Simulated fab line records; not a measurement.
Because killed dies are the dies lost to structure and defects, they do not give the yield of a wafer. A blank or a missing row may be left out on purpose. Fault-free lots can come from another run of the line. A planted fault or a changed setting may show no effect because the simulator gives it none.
Which tool is to blame? / flow nand harc / 36 wafers from 12 lots sampled at 7 of the route's 1302 steps

WHAT EACH GAUGE READ, for each wafer
NHARC_A_ONON_D1_THK_MEAS_21: measures by ellipsometry. Usual: thk nm at 1004 nm, with a standard deviation of 8.9.
lot=L914; measured=day 8 08:13; on=film metro-01; thk nm (nm)=1018 1020 1018; flag=
lot=L915; measured=day 8 14:05; on=film metro-02; thk nm (nm)=1012 1014 1012; flag=
lot=L916; measured=day 8 23:22; on=film metro-02; thk nm (nm)=1009 1007 1010; flag=
lot=L917; measured=day 9 09:39; on=film metro-01; thk nm (nm)=1006 1006 1005; flag=
lot=L919; measured=day 10 06:58; on=film metro-02; thk nm (nm)=993 993 993; flag=
lot=L918; measured=day 10 06:59; on=film metro-01; thk nm (nm)=1004 1002 1004; flag=
lot=L925; measured=day 13 02:02; on=film metro-02; thk nm (nm)=1006 1005 1005; flag=
lot=L927; measured=day 13 16:58; on=film metro-01; thk nm (nm)=1012 1010 1014; flag=
lot=L928; measured=day 14 06:40; on=film metro-02; thk nm (nm)=995 997 997; flag=
lot=L930; measured=day 15 05:16; on=film metro-02; thk nm (nm)=1000 998 1000; flag=
lot=L935; measured=day 16 20:41; on=film metro-01; thk nm (nm)=1005 1006 1005; flag=
lot=L936; measured=day 17 05:24; on=film metro-01; thk nm (nm)=1006 1004 1003; flag=

NHARC_A_ONON_D1_INSPECT_32. Usual: raw defect count at 70, with a standard deviation of 22.
lot=L914; measured=day 8 10:40; on=defect inspect-01; raw defect count=49 42 69; flag=
lot=L915; measured=day 8 16:22; on=defect inspect-01; raw defect count=80 76 53; flag=
lot=L916; measured=day 9 01:36; on=defect inspect-02; raw defect count=73 60 75; flag=
lot=L917; measured=day 9 11:54; on=defect inspect-01; raw defect count=91 104 60; flag=
lot=L919; measured=day 10 09:13; on=defect inspect-02; raw defect count=91 134 77; flag=
lot=L918; measured=day 10 09:13; on=defect inspect-01; raw defect count=58 60 91; flag=
lot=L925; measured=day 13 04:20; on=defect inspect-02; raw defect count=70 79 109; flag=
lot=L927; measured=day 13 19:13; on=defect inspect-01; raw defect count=84 148 99; flag=
lot=L928; measured=day 14 08:55; on=defect inspect-01; raw defect count=33 54 38; flag=
lot=L930; measured=day 15 07:40; on=defect inspect-01; raw defect count=47 70 55; flag=
lot=L935; measured=day 16 22:55; on=defect inspect-02; raw defect count=82 82 51; flag=
lot=L936; measured=day 17 07:38; on=defect inspect-02; raw defect count=75 94 102; flag=

NHARC_A_CHANNEL_HOLE_D1_CD_MEAS_10: the cd target is 100 nm. Usual: cd nm at 100.0 nm, with a standard deviation of 0.43.
lot=L914; measured=day 8 13:23; on=cd sem-03; cd nm (nm)=100.5 100.0 100.0; flag=
lot=L915; measured=day 8 19:41; on=cd sem-01; cd nm (nm)=100.1 100.5 99.4; flag=
lot=L916; measured=day 9 10:34; on=cd sem-02; cd nm (nm)=99.9 100.2 99.8; flag=
lot=L917; measured=day 9 15:52; on=cd sem-02; cd nm (nm)=100.0 100.0 99.7; flag=
lot=L919; measured=day 10 12:38; on=cd sem-01; cd nm (nm)=96.5 96.7 96.6; flag=OFF
lot=L918; measured=day 10 13:19; on=cd sem-01; cd nm (nm)=100.4 99.5 100.7; flag=
lot=L925; measured=day 13 08:26; on=cd sem-02; cd nm (nm)=97.3 96.4 97.4; flag=OFF
lot=L927; measured=day 13 22:20; on=cd sem-01; cd nm (nm)=100.0 100.3 100.8; flag=
lot=L928; measured=day 14 12:00; on=cd sem-02; cd nm (nm)=100.5 100.5 100.5; flag=
lot=L930; measured=day 15 10:23; on=cd sem-03; cd nm (nm)=100.6 99.8 99.8; flag=
lot=L935; measured=day 17 01:38; on=cd sem-03; cd nm (nm)=100.6 99.9 99.9; flag=
lot=L936; measured=day 17 10:21; on=cd sem-03; cd nm (nm)=100.1 100.9 100.2; flag=

NHARC_A_CHANNEL_HOLE_D1_CD_MEAS_30. Usual: cd nm at 90.0 nm, with a standard deviation of 1.1.
lot=L914; measured=day 8 20:38; on=cd sem-01; cd nm (nm)=92.4 89.2 90.7; flag=
lot=L915; measured=day 9 02:34; on=cd sem-01; cd nm (nm)=89.3 89.9 89.2; flag=
lot=L916; measured=day 9 18:35; on=cd sem-03; cd nm (nm)=89.0 89.2 89.5; flag=
lot=L917; measured=day 9 22:45; on=cd sem-03; cd nm (nm)=89.7 89.8 89.2; flag=
lot=L919; measured=day 10 23:50; on=cd sem-02; cd nm (nm)=86.0 85.6 86.1; flag=OFF
lot=L918; measured=day 10 20:44; on=cd sem-02; cd nm (nm)=91.3 91.3 91.3; flag=
lot=L925; measured=day 13 15:20; on=cd sem-03; cd nm (nm)=88.9 86.8 88.6; flag=
lot=L927; measured=day 14 05:11; on=cd sem-03; cd nm (nm)=88.9 90.4 89.6; flag=
lot=L928; measured=day 14 23:25; on=cd sem-01; cd nm (nm)=89.8 89.8 91.5; flag=
lot=L930; measured=day 15 17:26; on=cd sem-03; cd nm (nm)=91.2 89.8 89.8; flag=
lot=L935; measured=day 17 11:47; on=cd sem-02; cd nm (nm)=91.1 91.7 88.8; flag=
lot=L936; measured=day 17 17:35; on=cd sem-02; cd nm (nm)=90.8 91.1 91.2; flag=

NHARC_END_SORT_01. Usual: killed at array 46, standard deviation 15; killed at other 0.8, standard deviation 1.1; killed at periphery 4.0, standard deviation 2.9; killed dies 50, standard deviation 15; killed open 3.2, standard deviation 1.8; killed short 2.3, standard deviation 1.6.
lot=L927; measured=day 29 21:22; on=prober-01; killed at array=40; killed at other=0; killed at periphery=10; killed dies=50; killed open=4; killed short=1; flag=
lot=L928; measured=day 30 17:22; on=prober-01; killed at array=68 86 81; killed at other=0 1 0; killed at periphery=3 0 5; killed dies=71 87 86; killed open=0 4 3; killed short=6 3 2; flag=
lot=L930; measured=day 31 21:11; on=prober-01; killed at array=59 63; killed at other=0 1; killed at periphery=3 4; killed dies=62 68; killed open=3 2; killed short=4 2; flag=

WHICH TOOL RAN EACH LOT (tool, then ch and the chambers of the sampled wafers, then the start)
lot=L914; NHARC_A_ONON_D1_DEP_33=pecvd-02 ch 0,2, day 8 10:11; NHARC_A_CHANNEL_HOLE_D1_EXPOSE_07=arfi scanner-03 ch 0, day 8 13:14
lot=L915; NHARC_A_ONON_D1_DEP_33=pecvd-03 ch 0,1,2, day 8 15:53; NHARC_A_CHANNEL_HOLE_D1_EXPOSE_07=arfi scanner-01 ch 0, day 8 19:33
lot=L916; NHARC_A_ONON_D1_DEP_33=pecvd-02 ch 0,2, day 9 01:07; NHARC_A_CHANNEL_HOLE_D1_EXPOSE_07=arfi scanner-02 ch 0, day 9 10:26
lot=L917; NHARC_A_ONON_D1_DEP_33=pecvd-02 ch 1,2, day 9 11:28; NHARC_A_CHANNEL_HOLE_D1_EXPOSE_07=arfi scanner-02 ch 0, day 9 15:43
lot=L919; NHARC_A_ONON_D1_DEP_33=pecvd-03 ch 0,1,2, day 10 08:50; NHARC_A_CHANNEL_HOLE_D1_EXPOSE_07=arfi scanner-02 ch 0, day 10 12:29
lot=L918; NHARC_A_ONON_D1_DEP_33=pecvd-02 ch 0,1,2, day 10 08:53; NHARC_A_CHANNEL_HOLE_D1_EXPOSE_07=arfi scanner-01 ch 0, day 10 13:11
lot=L925; NHARC_A_ONON_D1_DEP_33=pecvd-04 ch 0,1,2, day 13 03:50; NHARC_A_CHANNEL_HOLE_D1_EXPOSE_07=arfi scanner-02 ch 0, day 13 08:17
lot=L927; NHARC_A_ONON_D1_DEP_33=pecvd-03 ch 0,1,2, day 13 18:52; NHARC_A_CHANNEL_HOLE_D1_EXPOSE_07=arfi scanner-01 ch 0, day 13 22:11
lot=L928; NHARC_A_ONON_D1_DEP_33=pecvd-04 ch 0,2, day 14 08:25; NHARC_A_CHANNEL_HOLE_D1_EXPOSE_07=arfi scanner-03 ch 0, day 14 11:52
lot=L930; NHARC_A_ONON_D1_DEP_33=pecvd-03 ch 0, day 15 07:05; NHARC_A_CHANNEL_HOLE_D1_EXPOSE_07=arfi scanner-03 ch 0, day 15 10:14
lot=L935; NHARC_A_ONON_D1_DEP_33=pecvd-03 ch 0,1, day 16 22:29; NHARC_A_CHANNEL_HOLE_D1_EXPOSE_07=arfi scanner-01 ch 0, day 17 01:29
lot=L936; NHARC_A_ONON_D1_DEP_33=pecvd-04 ch 0,2, day 17 07:13; NHARC_A_CHANNEL_HOLE_D1_EXPOSE_07=arfi scanner-01 ch 0, day 17 10:13
- NHARC_A_ONON_D1_DEP_33: deposits SiO2, target thk 200 nm.
- NHARC_A_CHANNEL_HOLE_D1_EXPOSE_07: exposes mask HOLE D1, target cd 100 nm.

AS READ BY THE TOOLS THEMSELVES (means over the sampled wafers that have a number; for cases with no such wafer, the mark the record gives instead)
NHARC_A_ONON_D1_DEP_33. Usual: heater power w 551 W, standard deviation 110; throttle valve pct 16.3 %, standard deviation 0.46.
lot=L914; tool=pecvd-02; heater power w (W)=698; throttle valve pct (%)=15.7; flag=
lot=L915; tool=pecvd-03; heater power w (W)=524; throttle valve pct (%)=16.5; flag=
lot=L916; tool=pecvd-02; heater power w (W)=654; throttle valve pct (%)=15.7; flag=
lot=L917; tool=pecvd-02; heater power w (W)=581; throttle valve pct (%)=16.6; flag=
lot=L919; tool=pecvd-03; heater power w (W)=554; throttle valve pct (%)=16.4; flag=
lot=L918; tool=pecvd-02; heater power w (W)=623; throttle valve pct (%)=16.3; flag=
lot=L925; tool=pecvd-04; heater power w (W)=530; throttle valve pct (%)=16.2; flag=
lot=L927; tool=pecvd-03; heater power w (W)=525; throttle valve pct (%)=16.6; flag=
lot=L928; tool=pecvd-04; heater power w (W)=449; throttle valve pct (%)=16.2; flag=
lot=L930; tool=pecvd-03; heater power w (W)=625; throttle valve pct (%)=16.7; flag=
lot=L935; tool=pecvd-03; heater power w (W)=613; throttle valve pct (%)=16.1; flag=
lot=L936; tool=pecvd-04; heater power w (W)=532; throttle valve pct (%)=16.3; flag=

NHARC_A_CHANNEL_HOLE_D1_EXPOSE_07. Usual: exposure dose mJ cm2 at 59.65, with a standard deviation of 0.06.
lot=L914; tool=arfi scanner-03; exposure dose mJ cm2=59.64; flag=
lot=L915; tool=arfi scanner-01; exposure dose mJ cm2=59.62; flag=
lot=L916; tool=arfi scanner-02; exposure dose mJ cm2=59.66; flag=
lot=L917; tool=arfi scanner-02; exposure dose mJ cm2=59.74; flag=
lot=L919; tool=arfi scanner-02; exposure dose mJ cm2=55.55; flag=OFF
lot=L918; tool=arfi scanner-01; exposure dose mJ cm2=59.62; flag=
lot=L925; tool=arfi scanner-02; exposure dose mJ cm2=56.50; flag=OFF
lot=L927; tool=arfi scanner-01; exposure dose mJ cm2=59.64; flag=
lot=L928; tool=arfi scanner-03; exposure dose mJ cm2=59.71; flag=
lot=L930; tool=arfi scanner-03; exposure dose mJ cm2=59.65; flag=
lot=L935; tool=arfi scanner-01; exposure dose mJ cm2=59.70; flag=
lot=L936; tool=arfi scanner-01; exposure dose mJ cm2=59.58; flag=

THE ANSWER, worked out from the rows above alone
Rule: take the mean of a lot's wafers that have a number; if it is more than 3 standard deviations from the usual mean, the lot is off. A lot without any number at a reading at which 4 lots or more have one is off too. All remaining lots with rows at the step are treated as sound. The gauges are gone through in route order, then the tools' own readings, and for those a lot's mean is taken as printed above. At the first step where some lot is off, the reading lying furthest off is the one used; lots without a number count as furthest.
Off, at NHARC_A_CHANNEL_HOLE_D1_CD_MEAS_10 on cd nm: L919, L925.
A tool fits if, at a process step before that reading, it ran every lot that is off, and no sound lot after the first of them. Not tried: the gauges at NHARC_A_CHANNEL_HOLE_D1_CD_MEAS_10; whatever is off there is also off at NHARC_A_CHANNEL_HOLE_D1_EXPOSE_07, on other tools, and gauge error can't account for it. One candidate fits, namely arfi scanner-02 at NHARC_A_CHANNEL_HOLE_D1_EXPOSE_07. A fault onset in the window from L917 (day 9 15:43, its last sound lot) to L919 (day 10 12:29, its first lot off) fits.
The tool's own readings at NHARC_A_CHANNEL_HOLE_D1_EXPOSE_07 bear it out: on the lots that are off they differ by more than 5 times the standard deviation of the sound lots' means. exposure dose mJ cm2 reads 56.02 there against 59.66 on the sound lots.

WHAT THE SIMULATOR HAD PUT IN
Process parameters drifting: arfi scanner-02 at NHARC_A_CHANNEL_HOLE_D1_EXPOSE_07, beginning at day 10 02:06. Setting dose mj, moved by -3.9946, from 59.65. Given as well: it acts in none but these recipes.
Shown lots that were struck: L919, L925. This agrees with what the rule above found.
